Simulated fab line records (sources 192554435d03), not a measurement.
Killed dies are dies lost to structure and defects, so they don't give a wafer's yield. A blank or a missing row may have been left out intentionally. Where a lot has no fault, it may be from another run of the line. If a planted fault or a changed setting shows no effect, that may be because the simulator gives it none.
Problem report in the 8D (eight disciplines) form, filled by code | flow n5Finfet | the parts of the form that need people (team, actions taken, sign-off) are left out

## 1. THE PROBLEM
Wafers with no fault read 835.7 W with a standard deviation of 2.7, whereas rfFwdPowerW at N5_BEOL_M8_ETCH_66 reads a mean of 1036.7 W on 1 wafer of 1 lot. Relative to the usual mean, that is a shift of +74 standard deviations.
The step: etches SOC in N2/H2, target depth 80 nm, overetch 16 nm, time 120 s.
First seen on wafer L829.2, day 13 01:17, on rieDiel-04. Wafers with a number at this step in the record: 33, from 11 lots. The rule behind "out" and "out of limits": a value lying over 4 standard deviations away from the usual mean. The rest of the wafers with a number are treated as sound.

## 2. WHAT IT IS AND WHAT IT IS NOT
question                    | is                  | is not
which readings at this step | rfFwdPowerW, rfVppV | drypumpMotorCurrentA, oesProductAu, showerheadPlenumPTorr, throttleValvePct
which lots                  | L829                | L818, L819, L832, L834, L835, L836, L837, L838, L839, L841
which wafers of those lots  | L829.2              | L829.3, L829.4
read on which tools         | rieDiel-04          | rieDiel-01, rieDiel-05
when                        | from day 13 01:17   | up to then (8 sound wafers); but 24 sound wafers of L832, L834, L835, L836, L837, L838, L839, L841 came after

## 3. THE SUSPECTS, EACH WITH WHAT RULES IT OUT
Counting: a tool at a process step up to the reading stays a suspect if it ran every lot that is out. Sound lots after the first of them don't rule it out here, since some wafers of a struck lot are sound.
- rieMetal-02 at N5_BEOL_M8_HM_OPEN_17 (chemistry Cl2/BCl3, target TiN, target depth 20 nm, overetch 6 nm): kept. It ran the lot that is out, L829 (day 12 23:18).
- rieDiel-04 at N5_BEOL_M8_ETCH_66 (etches SOC in N2/H2, target depth 80 nm, overetch 16 nm, time 120 s): kept. It processed L829, the lot that is out, at day 13 01:17, and its most recent sound lot before then was L818 at day 10 09:12. Its own readings are out on those wafers: rfFwdPowerW, rfVppV.
- At N5_BEOL_M8_ETCH_66, inside rieDiel-04: chamber 0 took the wafers that are out, while their sound lot-mates went through chambers 1, 3.
Left after counting: rieMetal-02 at N5_BEOL_M8_HM_OPEN_17, rieDiel-04 at N5_BEOL_M8_ETCH_66.

## 4. THE CAUSE (what the simulator had put in)
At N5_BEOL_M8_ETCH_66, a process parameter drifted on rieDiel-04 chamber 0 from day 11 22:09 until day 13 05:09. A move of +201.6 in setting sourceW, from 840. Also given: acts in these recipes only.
Counting left 2 suspects, and this tool is among them.

## 5. THE EFFECT CHAIN, in route order
One row per reading whose mean, taken over the struck wafers that have a number, lies over 3 standard deviations from the usual. Scope: only readings with a usual standard deviation given in the record; hours: median across lots of the time from each lot's start at the first step in this table that gives one to its start at this step; sigmas: change in usual standard deviations.
hours | step               | reading     | usual   | on struck wafers | change | sigmas
0     | N5_BEOL_M8_ETCH_66 | rfFwdPowerW | 835.7 W | 1036.7           | +201.0 | +74
0     | N5_BEOL_M8_ETCH_66 | rfVppV      | 523.5 V | 487.9            | -35.6  | -20
Here are the process steps it includes:
- N5_BEOL_M8_ETCH_66: etches SOC in N2/H2, target depth 80 nm, overetch 16 nm, time 120 s.

## 6. WHAT WOULD HAVE CAUGHT IT SOONER
First out-of-limits reading in this record: day 13 01:17, which is 27 hours after fault onset at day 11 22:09.
